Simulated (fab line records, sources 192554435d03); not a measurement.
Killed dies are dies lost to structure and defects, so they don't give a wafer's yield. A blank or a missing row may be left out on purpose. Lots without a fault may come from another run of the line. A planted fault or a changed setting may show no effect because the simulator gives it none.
fab line records | flow n5_finfet
record lots=12 wafers=36 last_day=17
route steps=1938 shown STI_FIN_REVEAL@200 DUMMY_GATE@224
lots that met no fault: from a run of the same line without faults
start_h: hours from the record's first day to the start of the lot's first wafer shown | wait_h: hours since the lot's step before | " the same as in the row above | L1.1+2: a row that stands for several wafers | - no value, or no start given | * or withheld: withheld | < > ~ a bound
route shown NAME@n: a module of which the file shows steps, and the number in the route of the first | usual: mean/standard deviation of fault-free wafers | same: alike in all rows | chamber/n: place in a boat | sites: the reading at each site | _std_site: their standard deviation | _edge_site: outer sites' mean less inner sites' | radius_mm: how far each site lies from the wafer's centre | mask NAME#n: copy n | behind: the tool/chamber that last shaped the wafer | hold: why the lot was held/for how many hours/how that ended | device: the transistor (n, p or np) that didn't switch | end of line: the same wafers' tests at the end of the route | a step without rows: its recipe alone | killed: dies lost to structure and defects at the first sort, not the wafer's yield | map: a wafer's dies, x killed, . not, _ none there
set.NAME: the setting as run; set.NAME@STEP: as run at that earlier step | model.NAME: the simulator's own value behind a step, which no gauge read
steps of the route over a sample of lots; a table a step, a row a wafer
services: from which hour (start_h, from the record's first day; less than 0 if before it) a tool's chamber was out of use, for how many hours, and why
## steps
# step N5_STI_FIN_REVEAL_OXIDATION_31
# recipe chemistry=O2_PLASMA_REMOTE temp_c=150 time_s=20 pressure_mtorr=1000 source_power_w=2000 o2_flow_sccm=3000
# usual drypump_motor_current_A=6.06/0.25 heater_power_w=154/11
# columns lot.wafer tool chamber start_h wait_h drypump_motor_current_A heater_power_w rf_hours_counter_h
L914.4 plasma_asher-02 1 50.13 0.1 6.10 138 -
L914.5 " 0 " " 6.38 165 -
L914.6 " 1 " " 6.12 137 -
L915.2 plasma_asher-01 1 53.98 0.0 5.98 161 28
L915.5 " 0 " " 5.74 159 -
L915.6 " 1 " " 5.93 156 -
L916.3 plasma_asher-01 1 60.97 0.1 5.93 159 -
L916.4 " 0 " " 5.71 161 -
L916.6 " 1 " " 5.90 159 -
L918.2 plasma_asher-01 0 72.12 0.0 5.71 162 30
L918.5 " 1 " " 5.88 159 -
L918.6 " 0 " " 5.71 158 -
L919.1 plasma_asher-02 1 77.73 0.0 6.09 139 88
L919.4 " 0 " " 6.38 161 -
L919.5 " 1 " " 6.12 136 -
L920.1 plasma_asher-02 0 88.10 0.0 6.37 161 91
L920.3 " 1 " " 6.13 138 -
L920.4 " 0 " " 6.38 158 -
L923.2 plasma_asher-01 1 105.71 0.0 5.88 161 38
L923.3 " 1 " " 5.90 162 -
L923.4 " 0 " " 5.69 160 -
L927.2 plasma_asher-01 0 126.52 0.0 5.67 161 41
L927.5 " 0 " " 5.67 166 -
L927.6 " 1 " " 5.91 162 -
L928.1 plasma_asher-02 1 134.96 0.0 6.10 136 100
L928.3 " 1 " " 6.11 140 -
L928.4 " 0 " " 6.38 166 -
L931.1 plasma_asher-02 1 150.16 0.0 6.10 139 103
L931.2 " 0 " " 6.38 160 103
L931.4 " 0 " " 6.39 161 -
L933.3 plasma_asher-02 1 162.34 0.1 6.10 138 -
L933.5 " 0 " " 6.38 163 -
L933.6 " 1 " " 6.11 138 -
L934.1 plasma_asher-02 1 168.97 0.0 6.11 139 107
L934.2 " 0 " " 6.40 164 107
L934.4 " 1 " " 6.12 136 -
# step N5_STI_FIN_REVEAL_CD_MEAS_22
# recipe target_cd_nm=6.238 pitch_nm=28 polarity=line
# usual cd_nm=6.21/0.29
# columns lot.wafer tool chamber start_h wait_h cd_nm
L914.4 cd_sem-02 - 50.63 0.0 6.10
L914.5 " - " " 6.20
L914.6 " - " " 5.76
L915.2 cd_sem-02 - 54.50 0.0 6.19
L915.5 " - " " 6.40
L915.6 " - " " 6.46
L916.3 cd_sem-03 - 61.48 0.0 6.63
L916.4 " - " " 5.63
L916.6 " - " " 6.21
L918.2 cd_sem-02 - 72.64 0.0 6.76
L918.5 " - " " 6.49
L918.6 " - " " 6.53
L919.1 cd_sem-03 - 78.30 0.0 6.34
L919.4 " - " " 6.37
L919.5 " - " " 6.43
L920.1 cd_sem-02 - 88.66 0.0 6.26
L920.3 " - " " 5.82
L920.4 " - " " 6.49
L923.2 cd_sem-01 - 106.23 0.0 6.43
L923.3 " - " " 6.45
L923.4 " - " " 6.08
L927.2 cd_sem-03 - 127.06 0.0 6.46
L927.5 " - " " 5.96
L927.6 " - " " 6.46
L928.1 cd_sem-01 - 135.51 0.0 6.11
L928.3 " - " " 6.03
L928.4 " - " " 6.63
L931.1 cd_sem-01 - 150.85 0.0 6.38
L931.2 " - " " 6.58
L931.4 " - " " 6.07
L933.3 cd_sem-01 - 163.03 0.0 5.78
L933.5 " - " " 6.63
L933.6 " - " " 6.46
L934.1 cd_sem-03 - 169.48 0.0 6.45
L934.2 " - " " 6.48
L934.4 " - " " 5.80
# step N5_DUMMY_GATE_COAT_28
# recipe resist=underlayer temp_c=205 time_s=60 spin_rpm=1500 resist_thk_nm=10
# usual heater_power_total_W=391.5/1.3 plate_temp_C=204.99/0.16
# columns lot.wafer tool chamber start_h wait_h heater_power_total_W plate_temp_C
L914.4 litho_track-01 0 58.97 - 389.4 205.09
L914.5 " 0 " " 390.4 204.87
L914.6 " 0 " " 390.2 205.09
L915.2 litho_track-03 0 63.25 - 391.5 205.12
L915.5 " 0 " " 390.8 204.99
L915.6 " 0 " " 391.5 205.15
L916.3 litho_track-03 0 69.84 - 393.4 204.75
L916.4 " 0 " " 390.2 205.05
L916.6 " 0 " " 392.3 204.78
L918.2 litho_track-01 0 81.51 - 390.1 205.11
L918.5 " 0 " " 392.8 205.24
L918.6 " 0 " " 392.9 204.95
L919.1 litho_track-01 0 87.60 - 391.4 204.97
L919.4 " 0 " " 392.7 204.96
L919.5 " 0 " " 390.4 204.90
L920.1 litho_track-04 0 97.43 - 391.7 204.92
L920.3 " 0 " " 390.4 205.12
L920.4 " 0 " " 390.5 204.87
L923.2 litho_track-03 0 114.98 - 393.2 205.14
L923.3 " 0 " " 393.7 205.01
L923.4 " 0 " " 393.4 205.17
L927.2 litho_track-03 0 135.73 - 389.9 204.82
L927.5 " 0 " " 389.9 204.88
L927.6 " 0 " " 391.2 205.03
L928.1 litho_track-01 0 143.83 - 390.0 205.23
L928.3 " 0 " " 390.2 205.10
L928.4 " 0 " " 391.1 205.09
L931.1 litho_track-03 0 161.13 - 366.8 194.04
L931.2 " 0 " " 368.1 194.14
L931.4 " 0 " " 363.3 193.86
L933.3 litho_track-01 0 171.67 - 392.6 204.97
L933.5 " 0 " " 393.4 205.15
L933.6 " 0 " " 393.1 204.90
L934.1 litho_track-03 0 177.82 - 364.5 193.81
L934.2 " 0 " " 363.5 193.86
L934.4 " 0 " " 366.3 194.02
# step N5_DUMMY_GATE_ETCH_36
# recipe chemistry=CF4 target=SiARC target_depth_a=130 pressure_mtorr=40 source_w=545 bias_w=36 Ar_flow_sccm=100 cf4_flow_sccm=100 ion_energy_ev=80
# usual cf4_flow_sccm=100.01/0.3 drypump_motor_current_A=5.7/0.42 oes_product_au=0.80/0.11 rf_vpp_V=184.1/1.3 showerhead_plenum_p_Torr=2.14/0.084 throttle_valve_pct=15.68/0.2
# columns lot.wafer tool chamber start_h wait_h cf4_flow_sccm drypump_motor_current_A oes_product_au rf_hours_counter_h rf_vpp_V showerhead_plenum_p_Torr throttle_valve_pct
L914.4 rie_diel-04 1 59.46 0.0 100.02 5.2 0.73 188 184.5 2.12 15.68
L914.5 " 1 " " 100.26 5.1 0.72 - 184.2 2.12 15.69
L914.6 " 0 " " 100.10 4.8 0.69 - 181.6 2.03 15.80
L915.2 rie_diel-02 3 63.79 0.0 100.74 5.8 0.69 248 183.6 2.10 15.96
L915.5 " 0 " " 99.74 5.7 0.74 - 182.7 2.14 15.80
L915.6 " 1 " " 100.12 5.1 0.67 - 183.6 2.13 16.13
L916.3 rie_diel-05 2 70.34 0.0 99.90 5.5 0.85 57 183.9 2.09 15.58
L916.4 " 0 " " 99.77 5.4 0.72 195 183.9 2.04 15.70
L916.6 " 2 " " 99.95 5.5 0.85 - 183.5 2.09 15.60
L918.2 rie_diel-02 1 82.32 0.0 100.10 5.1 0.67 241 184.1 2.13 16.13
L918.5 " 2 " " 100.17 5.9 0.94 - 185.0 2.27 15.43
L918.6 " 0 " " 100.15 5.7 0.74 - 183.6 2.13 15.83
L919.1 rie_diel-05 3 88.32 0.0 100.03 5.9 0.90 18 186.4 2.27 15.37
L919.4 " 2 " " 99.98 5.5 0.85 62 182.8 2.09 15.60
L919.5 " 3 " " 100.15 5.9 0.92 - 186.4 2.27 15.35
L920.1 rie_diel-05 1 98.28 0.0 100.17 6.3 0.69 172 184.0 2.13 15.79
L920.3 " 3 " " 99.44 5.9 0.91 21 184.1 2.27 15.35
L920.4 " 0 " " 99.53 5.4 0.71 202 182.4 2.03 15.73
L923.2 rie_diel-05 2 115.60 0.0 99.98 5.5 0.85 69 184.6 2.09 15.62
L923.3 " 1 " " 100.05 6.3 0.69 178 184.9 2.13 15.81
L923.4 " 0 " " 100.66 5.4 0.71 206 183.0 2.03 15.73
L927.2 rie_diel-04 2 136.23 0.0 100.14 6.2 0.90 24 185.9 2.28 15.80
L927.5 " 3 " " 100.01 6.2 0.80 - 182.4 2.07 15.77
L927.6 " 0 " " 100.51 4.8 0.67 - 182.0 2.02 15.86
L928.1 rie_diel-02 0 144.43 0.0 100.09 5.7 0.72 177 183.1 2.13 15.84
L928.3 " 2 " " 99.98 5.9 0.89 24 184.4 2.27 15.43
L928.4 " 3 " " 100.55 5.7 0.96 - 182.5 2.10 15.49
L931.1 rie_diel-02 3 161.93 0.0 99.85 5.8 0.96 16 183.4 2.10 15.49
L931.2 " 0 " " 100.33 5.7 0.73 183 185.7 2.13 15.85
L931.4 " 2 " " 100.07 5.9 0.89 27 185.7 2.26 15.45
L933.3 rie_diel-04 2 172.16 0.0 100.37 6.1 0.88 35 186.9 2.27 15.83
L933.5 " 0 " " 99.46 4.8 0.96 - 185.8 2.27 15.35
L933.6 " 3 " " 99.92 6.2 0.79 - 182.3 2.07 15.80
L934.1 rie_diel-05 2 178.32 0.0 100.35 5.5 0.81 89 183.2 2.08 15.64
L934.2 " 0 " " 99.92 5.3 0.70 225 182.1 2.03 15.76
L934.4 " 1 " " 99.38 6.3 0.68 197 184.8 2.12 15.87
## services
# columns tool chamber start_h hours kind
rie_diel-02 2 31.13 - clean
rie_diel-02 2 31.13 - consumable_replace:focus_ring
rie_diel-02 2 31.13 - consumable_replace:showerhead
rie_diel-02 2 31.13 14.0 scheduled_down
rie_diel-02 2 31.13 14.0 vent_cycle
plasma_asher-02 - 37.26 1.7 repair
rie_diel-04 2 42.21 - clean
rie_diel-04 2 42.21 - consumable_replace:focus_ring
rie_diel-05 0 44.41 2.8 repair
rie_diel-05 1 45.34 8.6 repair
plasma_asher-02 - 52.32 1.4 repair
rie_diel-02 3 77.62 - clean
rie_diel-02 3 77.62 - consumable_replace:focus_ring
rie_diel-02 3 77.62 12.6 scheduled_down
rie_diel-02 3 77.62 12.6 vent_cycle
rie_diel-04 1 80.68 3.3 repair
rie_diel-02 - 110.04 15.6 pm
rie_diel-02 1 126.64 - clean
rie_diel-02 1 126.64 - consumable_replace:focus_ring
rie_diel-02 1 126.64 20.7 scheduled_down
rie_diel-02 1 126.64 20.7 vent_cycle
rie_diel-04 3 138.80 6.5 repair
rie_diel-02 2 146.85 7.3 repair
rie_diel-02 - 174.45 5.9 repair
## key
first_sign step=N5_DUMMY_GATE_COAT_28 reading=plate_temp_C direction=down sigmas=69 usual=* struck=*
effect step=N5_DUMMY_GATE_COAT_28 reading=heater_power_total_W direction=down sigmas=20 usual=* struck=*
met_at N5_DUMMY_GATE_COAT_28
struck_lots L931,L934
rows_end L934.1,L934.2,L934.4
not_acting_at N5_STI_FIN_REVEAL_OXIDATION_31,N5_STI_FIN_REVEAL_CD_MEAS_22,N5_DUMMY_GATE_ETCH_36
onset_between 135.73 161.13
fault kind=process_parameter_drift tool=litho_track-03 chamber=- onset_h=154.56 steps=N5_DUMMY_GATE_COAT_28 channel=temp_c offset=* shape=step acts_in=* stated=*
# rows_end: these wafers met a further fault down the route, and their rows from its step on are left out
